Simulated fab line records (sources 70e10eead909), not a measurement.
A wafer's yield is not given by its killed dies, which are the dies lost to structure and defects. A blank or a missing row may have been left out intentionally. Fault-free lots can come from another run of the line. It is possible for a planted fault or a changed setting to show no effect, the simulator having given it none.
2 desks, one fault || flow nand-harc || each desk holds nothing but its own numbers, with what lay behind them at the end

== METROLOGY DESK ==
Means of the sampled wafers that have a number, per lot and without regard to the tool the lot ran on: this is what the gauges read. Marked OUT: a lot whose mean sits more than 4 standard deviations from the usual mean, which makes it out of limits; the brackets give that distance.
Columns: A = thk-nm at NHARC_A_ONON_D1_THK_MEAS_08, usual 1000 nm; B = thk-nm at NHARC_A_ONON_D1_THK_MEAS_30, usual 1000 nm
{"lot": "L984", "first seen here": "day 8 07:44", "A": 988, "B": 980}
{"lot": "L988", "first seen here": "day 9 19:46", "A": 999, "B": 1009}
{"lot": "L991", "first seen here": "day 11 02:30", "A": 990, "B": 1002}
{"lot": "L993", "first seen here": "day 11 22:27", "A": 988, "B": "1169 (+15) OUT"}
{"lot": "L994", "first seen here": "day 12 16:25", "A": 1010, "B": "1188 (+17) OUT"}
{"lot": "L997", "first seen here": "day 13 19:05", "A": 1000, "B": 996}
{"lot": "L998", "first seen here": "day 13 19:05", "A": 1005, "B": 993}
{"lot": "L999", "first seen here": "day 14 22:01", "A": 985, "B": 1007}
{"lot": "L100", "first seen here": "day 14 22:02", "A": 1005, "B": 1009}
{"lot": "L102", "first seen here": "day 15 17:56", "A": 997, "B": 1002}
{"lot": "L103", "first seen here": "day 15 22:32", "A": 992, "B": 981}
{"lot": "L104", "first seen here": "day 16 20:01", "A": 974, "B": 1003}
{"lot": "L106", "first seen here": "day 17 16:26", "A": 998, "B": 995}
This desk's verdict: out of limits on L993, L994, starting with L993 at day 12 09:53 (thk-nm at NHARC_A_ONON_D1_THK_MEAS_30). L984, L988, L991, L997, L998, L999, L100, L102, L103, L104, L106 stayed within limits.

== TOOL OWNER'S DESK, pecvd-onon-04 ==
The tool's own readings at NHARC_A_ONON_D1_DEP_28 (target thk 1000 nm): means of the sampled wafers that have a number, for each lot that ran on this tool. Marked OUT: a lot whose mean sits more than 4 standard deviations from the usual mean, which makes it out of limits; the brackets give that distance.
Columns: A = n2-flow-sccm at NHARC_A_ONON_D1_DEP_28, usual 2750 sccm; B = n2o-flow-sccm at NHARC_A_ONON_D1_DEP_28, usual 2000 sccm; C = sih4-flow-sccm at NHARC_A_ONON_D1_DEP_28, usual 210.1 sccm
{"lot": "L988", "first seen here": "day 10 09:42", "A": 2765, "B": 2001, "C": 209.8}
{"lot": "L993", "first seen here": "day 12 09:29", "A": 2744, "B": 2000, "C": 209.3}
{"lot": "L994", "first seen here": "day 13 03:05", "A": 2742, "B": 1995, "C": 209.1}
{"lot": "L100", "first seen here": "day 15 08:47", "A": 2743, "B": 2002, "C": 211.0}
{"lot": "L103", "first seen here": "day 16 13:26", "A": 2742, "B": 2001, "C": 209.7}
{"lot": "L104", "first seen here": "day 17 06:47", "A": 2749, "B": 2002, "C": 211.0}
This desk found nothing out of limits on any of the 6 lots.

== PUT TOGETHER ==
The metrology desk could have raised an alarm at day 12 09:53, on L993, L994.
Nothing out of limits was seen by the tool owner's desk.
On record at the tool owner's desk: L993, L994, within its limits.
The lots listed all ran NHARC_A_ONON_D1_DEP_28 on pecvd-onon-04.

== WHAT HAD BEEN PUT IN BY THE SIMULATOR ==
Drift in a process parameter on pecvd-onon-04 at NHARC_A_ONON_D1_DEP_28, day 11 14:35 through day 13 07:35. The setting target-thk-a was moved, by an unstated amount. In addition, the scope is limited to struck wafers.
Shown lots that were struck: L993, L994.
Delay in hours, fault start to first out-of-limits reading, per desk: metrology desk 19.
